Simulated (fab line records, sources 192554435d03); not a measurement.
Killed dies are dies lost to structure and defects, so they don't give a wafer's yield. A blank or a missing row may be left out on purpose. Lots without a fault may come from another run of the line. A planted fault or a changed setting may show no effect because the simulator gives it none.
fab line records | flow n5_finfet
record lots=9 wafers=24 last_day=17
route steps=1938 shown BEOL_M1@833 BEOL_M2@844 BEOL_M4@1111
lots that met no fault: from a run of the same line without faults
start_h: hours from the record's first day to the start of the lot's first wafer shown | wait_h: hours since the lot's step before | " the same as in the row above | L1.1+2: a row that stands for several wafers | - no value, or no start given | * or withheld: withheld | < > ~ a bound
route shown NAME@n: a module of which the file shows steps, and the number in the route of the first | usual: mean/standard deviation of fault-free wafers | same: alike in all rows | chamber/n: place in a boat | sites: the reading at each site | _std_site: their standard deviation | _edge_site: outer sites' mean less inner sites' | radius_mm: how far each site lies from the wafer's centre | mask NAME#n: copy n | behind: the tool/chamber that last shaped the wafer | hold: why the lot was held/for how many hours/how that ended | device: the transistor (n, p or np) that didn't switch | end of line: the same wafers' tests at the end of the route | a step without rows: its recipe alone | killed: dies lost to structure and defects at the first sort, not the wafer's yield | map: a wafer's dies, x killed, . not, _ none there
set.NAME: the setting as run; set.NAME@STEP: as run at that earlier step | model.NAME: the simulator's own value behind a step, which no gauge read
steps of the route over a sample of lots; a table a step, a row a wafer
services: from which hour (start_h, from the record's first day; less than 0 if before it) a tool's chamber was out of use, for how many hours, and why
## steps
# step N5_BEOL_M1_CMP_52
# recipe stop_on=SiOC t_overpolish_s=6.8 down_force_psi=1 platen_rpm=50 clearing_platen_down_force_psi=1.5 clearing_platen_rpm=50 post_cmp_clean=cu_alkaline target_thk_nm=40 clearing_platen_pad_velocity_m_s=0.99484 pad_velocity_m_s=0.99484
# usual barrier_field_endpoint_s=24.7/0.7 motor_current_A=5.9/0.49 overpolish_run_s=6.800/0.0087 time_to_endpoint_s=62/3.8
# columns lot.wafer tool chamber start_h wait_h barrier_field_endpoint_s motor_current_A overpolish_run_s time_to_endpoint_s
L952.1 cmp-02 2 143.82 0.3 25.4 5.8 6.818 64
L952.4 " 0 " " 24.5 5.4 6.785 58
L952.6 " 1 " " 26.1 5.4 6.803 68
L953.3 cmp-04 3 147.36 0.2 24.5 5.3 6.807 60
L953.1 " 1 " " 24.8 6.6 6.799 63
L953.6 " 2 " " 23.6 5.6 6.790 61
L957.1 cmp-03 3 177.81 0.3 24.4 6.1 6.788 65
L957.2 " 0 " " 24.5 5.5 6.812 68
L957.6 " 2 " " 24.3 6.2 6.807 64
L960.1 cmp-02 3 208.05 0.3 25.0 6.5 6.801 63
L960.2 " 2 " " 24.7 5.6 6.811 63
L962.2 cmp-02 2 215.83 0.3 24.7 5.7 6.798 66
L962.4 " 3 " " 24.8 6.8 6.804 66
L964.1 cmp-02 0 221.69 0.3 23.3 5.4 6.806 60
L964.5 " 3 " " 24.7 6.7 6.805 66
L965.3 cmp-02 0 224.51 0.2 23.8 5.4 6.800 57
L965.1 " 2 " " 25.1 5.7 6.810 66
L965.5 " 3 " " 25.2 6.4 6.794 64
L968.2 cmp-02 1 246.94 0.2 25.9 5.5 6.813 66
L968.4 " 2 " " 25.9 6.2 6.791 62
L968.6 " 2 " " 25.1 6.1 6.784 61
L971.3 cmp-02 0 271.82 0.2 23.3 5.4 6.788 56
L971.1 " 1 " " 25.1 5.2 6.807 66
L971.2 " 2 " " 24.8 5.9 6.801 62
# step N5_BEOL_M2_HM_DEP_02
# recipe material=TiN target_thk_a=200 temp_c=25 chamber_pressure_pa=0.49996
# usual substrate_temp_c=24.98/0.11 throttle_valve_pct=30.4/1.3
# columns lot.wafer tool chamber start_h wait_h substrate_temp_c throttle_valve_pct
L952.1 pvd_sputter-02 - 145.01 0.5 24.99 31.0
L952.4 " - " " 25.12 27.8
L952.6 " - " " 25.04 30.2
L953.1 pvd_sputter-03 - 150.43 2.4 25.08 30.4
L953.3 " - " " 25.00 32.4
L953.6 " - " " 24.84 29.8
L957.1 pvd_sputter-02 - 179.16 0.7 25.00 31.0
L957.2 " - " " 24.86 29.7
L957.6 " - " " 24.74 31.6
L960.1 pvd_sputter-02 - 210.62 1.8 24.79 28.1
L960.2 " - " " 25.07 31.5
L962.2 pvd_sputter-02 - 217.80 1.2 25.13 30.0
L962.4 " - " " 24.96 30.9
L964.1 pvd_sputter-02 - 223.30 0.9 25.03 31.3
L964.5 " - " " 25.23 31.2
L965.1 pvd_sputter-01 - 227.79 2.6 24.95 31.2
L965.3 " - " " 25.21 29.9
L965.5 " - " " 25.13 31.1
L968.2 pvd_sputter-03 - 250.00 2.3 25.10 32.6
L968.4 " - " " 24.98 28.3
L968.6 " - " " 25.12 32.3
L971.1 pvd_sputter-01 - 272.90 0.3 24.97 31.3
L971.2 " - " " 24.78 29.1
L971.3 " - " " 24.95 31.4
# step N5_BEOL_M2_STRIP_66
# recipe chemistry=CF4 resist=SiARC power_w=300 bias_power_w=75 pressure_mtorr=50 cf4_flow_sccm=150 rf_frequency_hz=6e+07
# usual drypump_motor_current_A=5.7/0.42 oes_product_au=0.76/0.063 rf_vpp_V=271.4/1.3 showerhead_plenum_p_Torr=1.81/0.043 throttle_valve_pct=13.54/0.18
# columns lot.wafer tool chamber start_h wait_h drypump_motor_current_A oes_product_au rf_hours_counter_h rf_vpp_V showerhead_plenum_p_Torr throttle_valve_pct
L952.1 rie_diel-01 2 145.99 0.0 4.8 0.73 166 270.0 1.72 13.65
L952.4 " 0 " " 5.8 0.76 147 271.9 1.79 13.46
L952.6 " 1 " " 5.1 0.70 - 273.0 1.84 13.60
L953.1 rie_diel-04 3 151.69 0.0 5.9 0.72 197 272.0 1.84 13.59
L953.3 " 2 " " 6.1 0.69 230 270.9 1.77 13.56
L953.6 " 3 " " 5.9 0.72 - 272.2 1.84 13.61
L957.1 rie_diel-04 1 180.49 0.0 6.0 0.84 42 272.5 1.80 13.52
L957.2 " 2 " " 6.0 0.69 241 271.9 1.77 13.60
L957.6 " 2 " " 6.0 0.69 - 269.4 1.77 13.59
L960.1 rie_diel-04 3 211.48 0.0 5.9 0.70 220 274.5 1.84 13.65
L960.2 " 1 " " 6.0 0.82 51 271.3 1.80 13.51
L962.2 rie_diel-04 0 218.65 0.0 6.1 0.73 187 272.5 1.78 13.88
L962.4 " 1 " " 6.0 0.82 - 270.6 1.80 13.55
L964.1 rie_diel-03 1 224.03 0.0 5.4 0.74 155 270.2 1.80 13.44
L964.5 " 2 " " 5.2 0.74 - 269.6 1.79 13.54
L965.1 rie_diel-01 2 228.65 0.0 4.8 0.71 198 268.9 1.71 13.74
L965.3 " 0 " " 5.8 0.73 - 271.0 1.78 13.54
L965.5 " 0 " " 5.8 0.73 - 269.5 1.78 13.52
L968.2 rie_diel-03 2 250.94 0.0 5.2 0.74 192 270.1 1.79 13.56
L968.4 " 0 " " 5.3 0.77 127 271.5 1.86 13.38
L968.6 " 0 " " 5.3 0.77 - 272.6 1.86 13.38
L971.1 rie_diel-04 1 273.80 0.0 6.0 0.81 74 270.1 1.79 13.57
L971.2 " 3 " " 5.9 0.68 242 271.2 1.83 13.70
L971.3 " 0 " " 6.0 0.72 204 271.7 1.78 13.92
# step N5_BEOL_M2_HM_OPEN_17
# recipe chemistry=Cl2/BCl3 target_depth_a=200 overetch_a=60 target=TiN mask_material=SOC ion_energy_ev=150 pressure_mtorr=10 icp_w=1000 bias_w=126 Cl2_flow_sccm=53.25 bcl3_flow_sccm=21.75 Ar_flow_sccm=25
# usual bias_w=125.9/0.33 drypump_motor_current_A=5.8/0.42 oes_ar_750_au=0.86/0.064 oes_product_au=0.73/0.054 throttle_valve_pct=22.20/0.16
# columns lot.wafer tool chamber start_h wait_h bias_w drypump_motor_current_A oes_ar_750_au oes_product_au rf_hours_counter_h throttle_valve_pct
L952.1 rie_metal-01 1 146.03 0.0 126.0 6.1 0.77 0.66 37 22.13
L952.4 " 1 " " 125.7 6.1 0.77 0.65 - 22.15
L952.6 " 0 " " 125.4 5.3 1.01 0.87 - 22.10
L953.1 rie_metal-01 1 151.73 0.0 126.6 6.1 0.77 0.65 38 22.17
L953.3 " 1 " " 126.3 6.1 0.76 0.64 - 22.16
L953.6 " 1 " " 126.5 6.1 0.78 0.66 - 22.17
L957.1 rie_metal-03 1 180.54 0.0 126.6 4.9 0.93 0.79 3 22.07
L957.2 " 0 " " 126.1 5.4 0.88 0.78 8 21.81
L957.6 " 1 " " 125.9 4.9 0.94 0.79 - 22.10
L960.1 rie_metal-01 0 211.53 0.0 126.1 5.3 0.93 0.48 5 22.56
L960.2 " 1 " " 126.3 6.0 0.76 0.64 42 22.16
L962.2 rie_metal-02 1 218.69 0.0 125.7 6.2 0.86 0.75 10 22.47
L962.4 " 1 " " 125.6 6.2 0.87 0.46 - 22.92
L964.1 rie_metal-02 1 224.08 0.0 125.7 6.2 0.86 0.45 10 22.92
L964.5 " 1 " " 125.9 6.2 0.86 0.75 - 22.45
L965.1 rie_metal-02 0 228.70 0.0 125.9 6.1 0.87 0.74 15 22.28
L965.3 " 1 " " 126.1 6.2 0.86 0.75 - 22.47
L965.5 " 0 " " 125.7 6.1 0.86 0.74 - 22.28
L968.2 rie_metal-02 0 251.01 0.1 125.8 6.0 0.86 0.72 - 22.31
L968.4 " 0 " " 126.1 6.0 0.86 0.72 - 22.29
L968.6 " 0 " " 126.1 6.1 0.85 0.72 - 22.32
L971.1 rie_metal-01 0 273.84 0.0 125.8 5.3 0.90 0.76 9 22.13
L971.2 " 1 " " 125.9 6.1 0.75 0.64 46 22.15
L971.3 " 0 " " 125.3 5.3 0.90 0.76 - 22.14
# step N5_BEOL_M2_CD_MEAS_18
# recipe pitch_nm=36 target_cd_nm=18
# usual cd_nm=18.00/0.3
# columns lot.wafer tool chamber start_h wait_h cd_nm
L952.1 cd_sem-02 - 146.21 0.0 18.44
L952.4 " - " " 17.90
L952.6 " - " " 18.15
L953.1 cd_sem-03 - 151.92 0.0 17.99
L953.3 " - " " 18.03
L953.6 " - " " 17.97
L957.1 cd_sem-03 - 180.91 0.0 18.00
L957.2 " - " " 17.97
L957.6 " - " " 18.12
L960.1 cd_sem-03 - 211.82 0.0 18.59
L960.2 " - " " 18.08
L962.2 cd_sem-01 - 218.88 0.1 17.98
L962.4 " - " " 18.97
L964.1 cd_sem-01 - 224.27 0.0 18.66
L964.5 " - " " 18.12
L965.1 cd_sem-03 - 228.95 0.0 18.30
L965.3 " - " " 17.93
L965.5 " - " " 18.52
L968.2 cd_sem-02 - 251.25 0.1 17.86
L968.4 " - " " 17.97
L968.6 " - " " 18.23
L971.1 cd_sem-02 - 274.05 0.0 18.05
L971.2 " - " " 17.85
L971.3 " - " " 17.93
# step N5_BEOL_M2_CD_MEAS_28
# recipe target_cd_nm=26.2 landing_energy_ev=500 detector=se_inlens target_cd_y_nm=24.1 polarity=opening
# usual cd_nm=26.21/0.24
# columns lot.wafer tool chamber start_h wait_h cd_nm
L952.1 cd_sem-02 0 146.66 - 26.04
L952.4 " 0 " " 25.44
L952.6 " 0 " " 25.66
L953.1 cd_sem-02 0 152.24 - 26.23
L953.3 " 0 " " 26.22
L953.6 " 0 " " 26.11
L957.1 cd_sem-02 0 181.23 - 26.07
L957.2 " 0 " " 26.56
L957.6 " 0 " " 26.66
L960.1 cd_sem-01 0 212.27 - 26.05
L960.2 " 0 " " 26.33
L962.2 cd_sem-02 0 219.32 - 25.94
L962.4 " 0 " " 26.18
L964.1 cd_sem-02 0 224.59 - 25.91
L964.5 " 0 " " 25.92
L965.1 cd_sem-02 0 229.39 - 25.90
L965.3 " 0 " " 26.23
L965.5 " 0 " " 26.21
L968.2 cd_sem-01 0 251.70 - 26.07
L968.4 " 0 " " 26.57
L968.6 " 0 " " 26.12
L971.1 cd_sem-01 0 274.36 - 25.99
L971.2 " 0 " " 26.22
L971.3 " 0 " " 26.10
# step N5_BEOL_M4_RC_MEAS_101
# usual DIBL_N=36.2/1.7 DIBL_P=36.2/2.2 IOFF_N=0.16/0.035 IOFF_P=0.21/0.042 ION_N=673/13 ION_P=462/7.9 SS_N=71.4/0.59 SS_P=73.2/0.7 VT_N=250/3.6 VT_P=-251/3.5
# columns lot.wafer tool chamber start_h wait_h DIBL_N[mV/V] DIBL_P[mV/V] IOFF_N[nA/um] IOFF_P[nA/um] ION_N[uA/um] ION_P[uA/um] SS_N[mV/dec] SS_P[mV/dec] VT_N[mV] VT_P[mV]
L952.1 prober-02 0 175.22 0.0 36.6 37.7 0.20 0.26 688 468 72.1 73.4 243 -246
L952.4 " 0 " " 39.1 41.7 0.27 0.34 713 482 71.7 74.9 240 -244
L952.6 " 0 " " 39.0 41.1 0.27 0.34 696 476 72.7 74.9 240 -243
L953.1 prober-02 0 178.17 0.0 35.5 34.9 0.14 0.19 667 464 70.9 73.4 251 -251
L953.3 " 0 " " 34.1 33.8 0.12 0.18 673 467 70.8 72.8 250 -254
L953.6 " 0 " " 36.4 35.9 0.17 0.21 689 467 71.2 72.6 247 -250
L957.1 prober-01 0 218.85 0.0 35.0 34.7 0.13 0.21 654 466 71.3 72.4 254 -251
L957.2 " 0 " " 37.7 37.1 0.17 0.25 668 464 71.3 73.0 250 -247
L957.6 " 0 " " 35.9 35.6 0.14 0.24 655 464 70.4 72.9 252 -247
L960.1 prober-01 0 240.13 0.0 35.8 35.0 0.14 0.20 668 462 71.3 72.7 250 -251
L960.2 " 0 " " 33.6 32.4 0.11 0.16 655 450 70.5 71.7 251 -253
L962.2 prober-02 0 247.97 0.2 36.2 34.2 0.14 0.17 679 460 72.2 73.1 252 -255
L962.4 " 0 " " 35.7 34.5 0.13 0.17 680 461 70.5 73.2 254 -256
L964.1 prober-02 0 250.91 0.0 36.0 36.3 0.17 0.21 684 466 71.8 73.6 251 -251
L964.5 " 0 " " 33.5 33.6 0.12 0.18 668 463 70.9 72.8 255 -253
L965.1 prober-02 0 253.65 0.0 34.7 33.5 0.11 0.16 652 449 70.9 72.8 255 -254
L965.3 " 0 " " 32.8 31.6 0.10 0.13 648 441 70.4 72.4 258 -256
L965.5 " 0 " " 34.0 32.5 0.11 0.15 664 447 70.9 72.4 254 -256
L968.2 prober-01 0 287.95 0.2 35.2 34.0 0.13 0.18 668 460 71.4 72.7 250 -253
L968.4 " 0 " " 37.4 36.2 0.18 0.22 685 467 71.3 72.8 245 -251
L968.6 " 0 " " 36.4 34.2 0.15 0.19 661 455 70.8 73.1 249 -252
L971.1 prober-02 0 303.62 0.0 37.0 36.1 0.16 0.21 668 459 71.3 72.9 251 -250
L971.2 " 0 " " 34.4 33.8 0.12 0.17 666 457 71.0 71.9 255 -253
L971.3 " 0 " " 37.7 37.8 0.18 0.24 678 459 71.8 73.3 247 -249
## services
# columns tool chamber start_h hours kind
cmp-03 - 134.93 0.7 repair
rie_diel-03 - 150.21 4.3 pm
rie_diel-04 1 161.52 5.3 repair
rie_metal-03 - 186.42 2.8 pm
rie_metal-01 - 189.92 0.2 repair
rie_diel-01 3 191.98 14.3 repair
cmp-04 - 206.72 4.0 pm
rie_diel-04 2 210.28 - clean
rie_diel-04 2 210.28 - consumable_replace:focus_ring
rie_diel-04 2 210.28 22.0 scheduled_down
rie_diel-04 2 210.28 22.0 vent_cycle
cmp-04 - 211.32 2.4 repair
rie_diel-03 - 211.67 1.7 repair
cmp-03 - 218.25 0.6 repair
cmp-04 - 220.99 1.0 repair
cmp-03 - 235.84 10.2 pm
rie_metal-02 1 238.10 16.0 repair
cmp-02 - 250.35 4.0 pm
cmp-04 - 253.81 7.0 pm
cmp-02 - 254.35 - consumable_replace:conditioner
cmp-02 - 254.35 - consumable_replace:pad
rie_diel-01 1 257.44 - clean
cmp-02 - 258.64 1.5 repair
cmp-03 - 261.17 4.2 repair
## key
first_sign step=N5_BEOL_M2_HM_OPEN_17 reading=oes_product_au direction=down sigmas=4.9 usual=0.73 struck=0.46
effect step=N5_BEOL_M2_CD_MEAS_18 reading=cd_nm direction=up sigmas=2.5 usual=18.00 struck=18.74
met_at N5_BEOL_M2_HM_DEP_02
struck_lots L960,L962,L964
struck_wafers L960.1,L962.4,L964.1
not_acting_at N5_BEOL_M1_CMP_52,N5_BEOL_M2_STRIP_66,N5_BEOL_M2_CD_MEAS_28
onset_between 179.16 210.62
fault kind=process_parameter_drift tool=pvd_sputter-02 chamber=- onset_h=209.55 steps=N5_BEOL_M2_HM_DEP_02 channel=target_thk_a offset=* shape=step end_h=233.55 scope=struck_wafers_only acts_in=* stated=*
